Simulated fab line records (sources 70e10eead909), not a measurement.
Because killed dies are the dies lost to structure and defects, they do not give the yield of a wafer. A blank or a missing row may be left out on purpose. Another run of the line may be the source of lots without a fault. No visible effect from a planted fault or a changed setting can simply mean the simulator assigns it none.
fab line records	flow nand_harc
[record] lots = 6	wafers = 18	last_day = 24
route steps=1159 shown A_STAIRCASE@664 END@1159
lots with no fault: from the same line, run without faults
start_h: start of the lot's first displayed wafer, in hours after the record's first day	wait_h: how many hours have passed since the lot's step before this one	" identical to the entry in the row above	L1.1+2: a row that stands for several wafers	- no value present, or no start provided	* or withheld: withheld	< > ~ a bound
route shown NAME@n: a module of which the file shows steps, and the number in the route of the first	usual: average and standard deviation across the fault-free wafers	same: alike in all rows	chamber/n: place in a boat	sites: each site's reading	_std_site: how widely they spread, as a standard deviation	_edge_site: inner sites' mean taken away from outer sites' mean	radius_mm: how far each site lies from the wafer's centre	mask NAME#n: copy n	behind: tool/chamber where the wafer was last shaped	hold: why the lot went on hold/how many hours it stayed there/how the hold came to an end	device: transistor that didn't switch, given as n, p or np	end of line: the tests these same wafers got at the end of their route	a step without rows: its recipe alone	killed: the dies lost at the first sort to structure and to defects; this is not the yield of the wafer	map: a wafer's dies, marking killed ones x, the rest . and places with no die _
set.NAME: the run value of the setting; set.NAME@STEP: its run value at that earlier step	model.NAME: the simulator's own value behind a step, which no gauge read
lots at some steps of the route; a table a step, a row a wafer
services: the hour from which a tool's chamber was out of use, counted from the record's first day as start_h (under 0 if before that day), plus the number of hours and why
[[steps]]
[step NHARC_A_STAIRCASE_DESCUM_291]
[recipe] time_s = 3	o2_flow_sccm = 200	ar_flow_sccm = 0	bias_power_w = 0	chemistry = O2
[step NHARC_A_STAIRCASE_ETCH_292]
[recipe] cf4_flow_sccm = 100	chf3_flow_sccm = 30	ar_flow_sccm = 0	rf_w = 500	bias_w = 200	chemistry = CF4/CHF3
[usual] drypump_motor_current_A = 5.7/0.5	oes_product_au = 0.949/0.018	rf_vpp_V = 370.5/1.9	showerhead_plenum_p_Torr = 1.57/0.054	throttle_valve_pct = 16.803/0.0092
lot.wafer	tool	chamber	start_h	wait_h	drypump_motor_current_A	oes_product_au	rf_hours_counter_h	rf_vpp_V	showerhead_plenum_p_Torr	throttle_valve_pct
L380.3	rie_diel-12	3	302.83	0.1	4.7	0.937	37	368.5	1.53	16.791
L380.4	"	1	"	"	6.0	0.945	35	372.9	1.63	16.802
L380.6	"	3	"	"	4.7	0.938	-	370.5	1.53	16.817
L384.4	rie_diel-06	0	313.99	0.1	5.3	0.954	26	371.1	1.54	16.808
L384.2	"	1	"	"	5.8	0.908	22	372.3	1.62	16.807
L384.3	"	2	"	"	6.1	0.978	25	371.1	1.60	16.825
L392.4	rie_diel-12	2	358.32	0.1	5.4	0.967	56	371.0	1.57	16.805
L392.6	"	3	"	"	4.7	0.952	-	369.6	1.52	16.792
L392.5	"	0	"	"	5.8	0.957	-	368.8	1.56	16.809
L393.2	rie_diel-08	2	369.72	0.1	5.8	0.974	23	368.1	1.47	16.792
L393.1	"	3	"	"	5.2	0.951	23	369.9	1.54	16.803
L393.5	"	2	"	"	5.8	0.976	-	367.3	1.47	16.808
L396.3	rie_diel-08	1	385.96	0.1	6.6	0.934	26	374.1	1.64	16.784
L396.4	"	3	"	"	5.2	0.922	30	369.3	1.54	16.803
L396.5	"	0	"	"	5.7	0.922	-	367.8	1.51	16.799
L395.3	rie_diel-12	3	393.69	0.1	4.7	0.946	2	368.5	1.52	16.805
L395.2	"	1	"	"	6.0	0.943	2	371.3	1.62	16.804
L395.5	"	0	"	"	5.8	0.949	-	370.4	1.56	16.799
[step NHARC_A_STAIRCASE_HM_OPEN_460]
[recipe] o2_flow_sccm = 400	cos_flow_sccm = 20	ar_flow_sccm = 0	rf_w = 500	bias_w = 300	chemistry = O2/COS
[usual] drypump_motor_current_A = 5.8/0.51	oes_product_au = 0.995/0.0099	rf_vpp_V = 467.0/2.4	showerhead_plenum_p_Torr = 3.12/0.11	throttle_valve_pct = 28.331/0.0089
lot.wafer	tool	chamber	start_h	wait_h	drypump_motor_current_A	oes_product_au	rf_hours_counter_h	rf_vpp_V	showerhead_plenum_p_Torr	throttle_valve_pct
L380.3	rie_diel-12	1	-	-	6.0	0.977	35	469.6	3.23	28.330
L380.4	"	3	"	"	4.7	0.991	37	464.0	3.03	28.330
L380.6	"	0	"	"	5.9	0.991	-	468.1	3.11	28.333
L384.4	rie_diel-06	1	-	-	5.8	0.991	22	469.2	3.22	28.321
L384.2	"	2	"	"	6.2	1.002	25	467.3	3.18	28.344
L384.3	"	0	"	"	5.2	1.000	26	465.6	3.06	28.322
L392.4	rie_diel-12	2	-	-	5.5	1.015	56	467.6	3.11	28.317
L392.5	"	3	"	"	4.7	0.991	-	464.9	3.03	28.328
L392.6	"	0	"	"	5.8	0.986	-	466.0	3.10	28.308
L393.1	rie_diel-08	0	-	-	5.8	0.996	20	464.1	3.00	28.343
L393.2	"	1	"	"	6.6	0.990	20	471.0	3.26	28.324
L393.5	"	1	"	"	6.6	0.985	-	470.5	3.26	28.333
L396.3	rie_diel-08	1	-	-	6.6	0.995	26	469.7	3.26	28.322
L396.4	"	2	"	"	5.8	1.008	29	461.6	2.92	28.335
L396.5	"	2	"	"	5.8	1.006	-	463.5	2.92	28.341
L395.3	rie_diel-12	2	-	-	5.5	1.005	2	467.1	3.10	28.332
L395.2	"	0	"	"	5.8	1.002	2	467.7	3.09	28.346
L395.5	"	1	"	"	6.0	0.973	-	468.1	3.22	28.322
[step NHARC_A_STAIRCASE_STRIP_461]
[recipe] o2_flow_sccm = 400	cos_flow_sccm = 20	ar_flow_sccm = 0	bias_w = 0	chemistry = O2/COS
[step NHARC_A_STAIRCASE_ETCH_452]
[recipe] target_depth_a = 300	overetch_a = 30	time_s = 16.5	ion_energy_ev = 100	cf4_flow_sccm = 80	o2_flow_sccm = 20	ar_flow_sccm = 0	rf_w = 300	bias_w = 100	chemistry = CF4/O2
[usual] drypump_motor_current_A = 5.7/0.5	oes_product_au = 0.997/0.01	rf_vpp_V = 197.6/1.4	showerhead_plenum_p_Torr = 1.33/0.048	throttle_valve_pct = 13.397/0.0092
lot.wafer	tool	chamber	start_h	wait_h	drypump_motor_current_A	oes_product_au	rf_hours_counter_h	rf_vpp_V	showerhead_plenum_p_Torr	throttle_valve_pct
L380.4	rie_diel-12	2	-	-	5.4	1.006	37	198.6	1.33	13.385
L380.3	"	0	"	"	5.8	0.990	31	198.9	1.33	13.388
L380.6	"	3	"	"	4.7	1.006	-	196.3	1.30	13.399
L384.2	rie_diel-06	3	-	-	6.1	1.001	25	197.5	1.39	13.404
L384.4	"	0	"	"	5.2	0.992	26	196.1	1.31	13.407
L384.3	"	1	"	"	5.8	0.979	23	199.5	1.38	13.386
L392.4	rie_diel-12	2	-	-	5.4	1.025	56	197.5	1.33	13.398
L392.6	"	2	"	"	5.5	1.007	-	197.4	1.33	13.403
L392.5	"	3	"	"	4.7	0.996	-	195.8	1.29	13.399
L393.1	rie_diel-08	0	-	-	5.8	1.000	20	198.0	1.28	13.384
L393.2	"	1	"	"	6.6	0.997	20	198.4	1.40	13.394
L393.5	"	3	"	"	5.1	1.000	-	198.4	1.30	13.390
L396.4	rie_diel-08	0	-	-	5.7	1.009	27	196.9	1.28	13.394
L396.3	"	1	"	"	6.6	1.002	26	200.2	1.39	13.385
L396.5	"	3	"	"	5.2	0.998	-	197.0	1.30	13.397
L395.3	rie_diel-12	3	-	-	4.7	0.991	2	196.3	1.29	13.390
L395.2	"	0	"	"	5.9	0.994	2	198.5	1.32	13.403
L395.5	"	2	"	"	5.4	1.006	-	196.9	1.33	13.407
[step NHARC_A_STAIRCASE_ETCH_294]
[recipe] target_depth_a = 49920	time_s = 1212.4	ion_energy_ev = 800	c4f8_flow_sccm = 80	o2_flow_sccm = 60	ar_flow_sccm = withheld	rf_w = 600	bias_w = 3000	chemistry = C4F8/O2/Ar
[usual] oes_product_au = 0.932/0.013	rf_vpp_V = 1826/9.2
lot.wafer	tool	chamber	start_h	wait_h	oes_product_au	rf_hours_counter_h	rf_vpp_V
L380.3	rie_diel-12	3	-	-	0.915	37	1819
L380.4	"	0	"	"	0.921	31	1825
L380.6	"	2	"	"	0.941	-	1827
L384.4	rie_diel-06	1	-	-	0.921	23	1834
L384.2	"	3	"	"	0.940	25	1837
L384.3	"	0	"	"	0.927	26	1823
L392.4	rie_diel-12	2	-	-	0.935	56	1825
L392.6	"	2	"	"	0.938	-	1826
L392.5	"	3	"	"	0.925	-	1820
L393.2	rie_diel-08	1	-	-	0.938	20	1838
L393.1	"	0	"	"	0.945	20	1816
L393.5	"	2	"	"	0.950	-	1810
L396.3	rie_diel-08	3	-	-	0.936	30	1821
L396.4	"	0	"	"	0.937	27	1816
L396.5	"	0	"	"	0.937	-	1815
L395.3	rie_diel-12	2	-	-	0.939	2	1826
L395.2	"	3	"	"	0.941	2	1819
L395.5	"	1	"	"	0.920	-	1835
[step NHARC_A_STAIRCASE_STRIP_295]
[recipe] o2_flow_sccm = 500	ar_flow_sccm = 0	bias_w = 0	chemistry = O2
[usual] drypump_motor_current_A = 5.8/0.49	oes_product_au = 0.995/0.011	rf_vpp_V = 57.8/0.83	showerhead_plenum_p_Torr = 3.51/0.12	throttle_valve_pct = 17.038/0.0095
lot.wafer	tool	chamber	start_h	wait_h	drypump_motor_current_A	oes_product_au	rf_hours_counter_h	rf_vpp_V	showerhead_plenum_p_Torr	throttle_valve_pct
L380.3	rie_diel-12	2	-	-	5.5	1.000	38	57.5	3.52	17.016
L380.4	"	3	"	"	4.7	0.987	38	56.9	3.43	17.049
L380.6	"	1	"	"	6.0	0.980	-	59.2	3.65	17.039
L384.3	rie_diel-06	2	-	-	6.1	1.012	26	58.9	3.60	17.035
L384.2	"	0	"	"	5.2	0.998	26	59.2	3.46	17.042
L384.4	"	1	"	"	5.8	0.997	23	58.5	3.64	17.015
L392.4	rie_diel-12	0	-	-	5.8	0.982	51	58.0	3.50	17.041
L392.6	"	0	"	"	5.8	0.992	-	57.6	3.50	17.026
L392.5	"	1	"	"	6.0	0.984	-	57.7	3.64	17.039
L393.1	rie_diel-08	3	-	-	5.2	0.990	24	57.1	3.45	17.030
L393.2	"	1	"	"	6.6	0.989	20	57.7	3.68	17.045
L393.5	"	0	"	"	5.8	1.009	-	55.6	3.39	17.024
L396.4	rie_diel-08	2	-	-	5.8	0.994	30	58.6	3.30	17.041
L396.3	"	1	"	"	6.6	0.994	27	58.1	3.68	17.048
L396.5	"	3	"	"	5.2	0.985	-	56.9	3.44	17.037
L395.3	rie_diel-12	3	-	-	4.7	0.993	3	57.8	3.41	17.046
L395.2	"	0	"	"	5.9	1.006	2	59.0	3.50	17.045
L395.5	"	3	"	"	4.7	0.990	-	56.6	3.41	17.032
[step NHARC_A_STAIRCASE_STRIP_296]
[recipe] time_s = 900	temp_c = 130	chemistry = SPM
[step NHARC_A_STAIRCASE_PRECLEAN_297]
[recipe] time_s = *	temp_c = 50	bath_age_min = 0	chemistry = SC1
[step NHARC_A_STAIRCASE_SRD_298]
[step NHARC_A_STAIRCASE_HM_DEP_462]
[recipe] target_thk_a = 8000	temp_c = 400	material = aC
[step NHARC_A_STAIRCASE_DEP_301]
[recipe] target_thk_a = 300	target_thk_nm = 30	temp_c = 400	pressure_torr = 3.5	flow_sccm = 200	rf_w = 350	material = SiON
[usual] chamber_pressure_Torr = 3.499/0.009	heater_power_outer_w = 451/57	heater_power_w = 753/73
lot.wafer	tool	chamber	start_h	wait_h	chamber_pressure_Torr	heater_power_outer_w	heater_power_w
L380.3	pecvd-04	1	307.50	0.9	-	-	-
L380.4	"	0	"	"	-	-	-
L380.6	"	2	"	"	-	-	-
L384.3	pecvd-04	2	318.16	1.0	-	-	-
L384.2	"	0	"	"	-	-	-
L384.4	"	1	"	"	-	-	-
L392.5	pecvd-04	1	362.93	0.4	3.494	437	806
L392.4	"	2	"	"	3.512	483	789
L392.6	"	0	"	"	3.487	489	779
L393.2	pecvd-02	2	373.74	1.2	3.500	404	651
L393.1	"	1	"	"	3.486	340	631
L393.5	"	2	"	"	3.503	409	672
L396.3	pecvd-04	2	390.35	1.0	3.497	498	806
L396.4	"	2	"	"	3.493	499	810
L396.5	"	1	"	"	3.492	442	809
L395.3	pecvd-01	0	399.62	1.0	3.493	427	739
L395.2	"	1	"	"	3.495	502	802
L395.5	"	1	"	"	3.497	518	813
[step NHARC_A_STAIRCASE_DEHYDRATE_302]
[recipe] temp_c = 150	time_s = 120
[step NHARC_END_SORT_01]
[recipe] temp_c = 25
[usual] killed_at_array = 29/8.4	killed_at_other = 0.7/1.2	killed_at_periphery = 3.8/2.1	killed_dies = 33/9	killed_open = 3.4/2	killed_short = 2.1/1.4
[same] gross_dies = 677
lot.wafer	tool	chamber	start_h	wait_h	killed_at_array	killed_at_other	killed_at_periphery	killed_dies	killed_open	killed_short
L380.3	prober-02	0	512.70	3.1	676	0	1	677	2	0
L380.4	prober-02	0	513.50	3.4	675	0	2	677	5	0
L380.6	prober-02	0	515.11	4.0	673	1	3	677	1	0
L384.2	prober-02	0	519.68	2.8	670	0	7	677	1	1
L384.3	prober-02	0	520.48	3.1	676	0	1	677	4	1
L384.4	prober-02	0	521.27	3.4	675	0	2	677	2	2
// killed by level:class
L380.3 A_STAIRCASE:area_dep=654 A_SLIT:chamber_film_flake=12 A_CHANNEL_HOLE_D1:chamber_film_flake=4 A_STAIRCASE:chamber_film_flake=3 A_CONTACT:geometric_particle:open=2 P_CONTACT:chamber_film_flake=1 A_WL_FILL:chamber_film_flake=1
L380.4 A_STAIRCASE:area_dep=653 A_SLIT:chamber_film_flake=11 A_CONTACT:chamber_film_flake=3 A_CONTACT:geometric_particle:open=2 A_STAIRCASE:chamber_film_flake=2 P_M0:geometric_particle:open=1 A_SGD_CUT:geometric_particle:open=1 A_WL_FILL:geometric_particle:open=1
L380.6 A_STAIRCASE:area_dep=644 A_SLIT:chamber_film_flake=14 A_CHANNEL_HOLE_D1:chamber_film_flake=8 P_CONTACT:chamber_film_flake=2 A_CHANNEL_FILL_D1:chamber_film_flake=2 A_WL_FILL:chamber_film_flake=2 A_CHANNEL_FILL_D1:geometric_particle:open=1 P_STI:chamber_film_flake=1
L384.2 A_STAIRCASE:area_dep=646 A_SLIT:chamber_film_flake=14 A_CONTACT:chamber_film_flake=7 P_CONTACT:chamber_film_flake=5 A_CHANNEL_HOLE_D1:chamber_film_flake=2 P_GATE:geometric_particle:open=1 P_CONTACT:geometric_particle:short=1 A_STAIRCASE:chamber_film_flake=1
L384.3 A_STAIRCASE:area_dep=655 A_SLIT:chamber_film_flake=10 A_CONTACT:chamber_film_flake=3 A_ONON_D1:geometric_particle:open=2 A_CHANNEL_HOLE_D1:chamber_film_flake=2 A_CHANNEL_FILL_D1:geometric_particle:open=1 A_WL_FILL:geometric_particle:short=1 A_M1:geometric_particle:open=1
L384.4 A_STAIRCASE:area_dep=644 A_SLIT:chamber_film_flake=18 A_CHANNEL_HOLE_D1:chamber_film_flake=4 A_CONTACT:chamber_film_flake=3 P_M2:geometric_particle:short=1 A_ONON_D1:geometric_particle:open=1 A_CHANNEL_HOLE_D1:geometric_particle:short=1 A_SGD_CUT:geometric_particle:open=1
// map L380.3 (x killed, . not)
____________x____________
_________xxxxxxx_________
_______xxxxxxxxxxx_______
______xxxxxxxxxxxxx______
_____xxxxxxxxxxxxxxx_____
____xxxxxxxxxxxxxxxxx____
____xxxxxxxxxxxxxxxxx____
___xxxxxxxxxxxxxxxxxxx___
___xxxxxxxxxxxxxxxxxxx___
__xxxxxxxxxxxxxxxxxxxxx__
__xxxxxxxxxxxxxxxxxxxxx__
_xxxxxxxxxxxxxxxxxxxxxxx_
_xxxxxxxxxxxxxxxxxxxxxxx_
_xxxxxxxxxxxxxxxxxxxxxxx_
_xxxxxxxxxxxxxxxxxxxxxxx_
_xxxxxxxxxxxxxxxxxxxxxxx_
xxxxxxxxxxxxxxxxxxxxxxxxx
xxxxxxxxxxxxxxxxxxxxxxxxx
xxxxxxxxxxxxxxxxxxxxxxxxx
xxxxxxxxxxxxxxxxxxxxxxxxx
xxxxxxxxxxxxxxxxxxxxxxxxx
_xxxxxxxxxxxxxxxxxxxxxxx_
_xxxxxxxxxxxxxxxxxxxxxxx_
_xxxxxxxxxxxxxxxxxxxxxxx_
_xxxxxxxxxxxxxxxxxxxxxxx_
_xxxxxxxxxxxxxxxxxxxxxxx_
__xxxxxxxxxxxxxxxxxxxxx__
__xxxxxxxxxxxxxxxxxxxxx__
___xxxxxxxxxxxxxxxxxxx___
___xxxxxxxxxxxxxxxxxxx___
____xxxxxxxxxxxxxxxxx____
____xxxxxxxxxxxxxxxxx____
_____xxxxxxxxxxxxxxx_____
______xxxxxxxxxxxxx______
_______xxxxxxxxxxx_______
_________xxxxxxx_________
____________x____________
// map L384.2 (x killed, . not)
____________x____________
_________xxxxxxx_________
_______xxxxxxxxxxx_______
______xxxxxxxxxxxxx______
_____xxxxxxxxxxxxxxx_____
____xxxxxxxxxxxxxxxxx____
____xxxxxxxxxxxxxxxxx____
___xxxxxxxxxxxxxxxxxxx___
___xxxxxxxxxxxxxxxxxxx___
__xxxxxxxxxxxxxxxxxxxxx__
__xxxxxxxxxxxxxxxxxxxxx__
_xxxxxxxxxxxxxxxxxxxxxxx_
_xxxxxxxxxxxxxxxxxxxxxxx_
_xxxxxxxxxxxxxxxxxxxxxxx_
_xxxxxxxxxxxxxxxxxxxxxxx_
_xxxxxxxxxxxxxxxxxxxxxxx_
xxxxxxxxxxxxxxxxxxxxxxxxx
xxxxxxxxxxxxxxxxxxxxxxxxx
xxxxxxxxxxxxxxxxxxxxxxxxx
xxxxxxxxxxxxxxxxxxxxxxxxx
xxxxxxxxxxxxxxxxxxxxxxxxx
_xxxxxxxxxxxxxxxxxxxxxxx_
_xxxxxxxxxxxxxxxxxxxxxxx_
_xxxxxxxxxxxxxxxxxxxxxxx_
_xxxxxxxxxxxxxxxxxxxxxxx_
_xxxxxxxxxxxxxxxxxxxxxxx_
__xxxxxxxxxxxxxxxxxxxxx__
__xxxxxxxxxxxxxxxxxxxxx__
___xxxxxxxxxxxxxxxxxxx___
___xxxxxxxxxxxxxxxxxxx___
____xxxxxxxxxxxxxxxxx____
____xxxxxxxxxxxxxxxxx____
_____xxxxxxxxxxxxxxx_____
______xxxxxxxxxxxxx______
_______xxxxxxxxxxx_______
_________xxxxxxx_________
____________x____________
[[services]]
tool	chamber	start_h	hours	kind
pecvd-02	0	279.08	2.8	repair
pecvd-02	2	279.40	2.9	repair
rie_diel-12	0	285.51	-	clean
rie_diel-12	1	285.51	-	clean
rie_diel-12	2	285.51	-	clean
rie_diel-12	3	285.51	-	clean
rie_diel-06	-	289.23	1.7	repair
rie_diel-08	-	301.88	9.0	pm
rie_diel-06	1	302.71	4.0	repair
rie_diel-12	0	310.01	-	clean
rie_diel-12	1	310.01	-	clean
rie_diel-12	2	310.01	-	clean
rie_diel-12	3	310.01	-	clean
pecvd-02	-	334.48	13.0	pm
rie_diel-12	0	334.51	-	clean
rie_diel-12	1	334.51	-	clean
rie_diel-12	2	334.51	-	clean
rie_diel-12	3	334.51	-	clean
rie_diel-12	0	359.06	-	clean
rie_diel-12	1	359.06	-	clean
rie_diel-12	2	373.74	7.6	repair
pecvd-04	-	376.56	13.0	pm
rie_diel-12	-	379.46	9.0	pm
rie_diel-06	2	381.35	7.2	repair
[[key]]
[first_sign] step = NHARC_A_STAIRCASE_DEP_301	reading = tool_record	direction = missing
[effect] step = NHARC_END_SORT_01	reading = killed_at_array	direction = up	sigmas = 76	usual = 29	struck = 674
[more_kills_born_at] NHARC_A_STAIRCASE_DEP_301@pecvd-04 = 3896
met_at NHARC_A_STAIRCASE_DEP_301
struck_wafers L380.3,L380.4,L380.6,L384.2,L384.3,L384.4
later_rows_left_out L380.3,L380.4,L380.6,L384.2,L384.3,L384.4
tester_left_out L380,L384
[fault] kind = skipped_step_whole	tool = pecvd-04	chamber = -	onset_h = 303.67	steps = NHARC_A_STAIRCASE_DEP_301	scope = struck_lots_only
// tester_left_out: of these lots the tester's yield and bins aren't shown, on N5 and GAA mostly nor the transistor test; their killed dies are dies lost to structure and defects alone, not to doping, threshold or leakage, so they don't give the yield
// later_rows_left_out: the simulator's readings of these wafers behind a module that went badly wrong aren't trusted and aren't shown, but for the sort
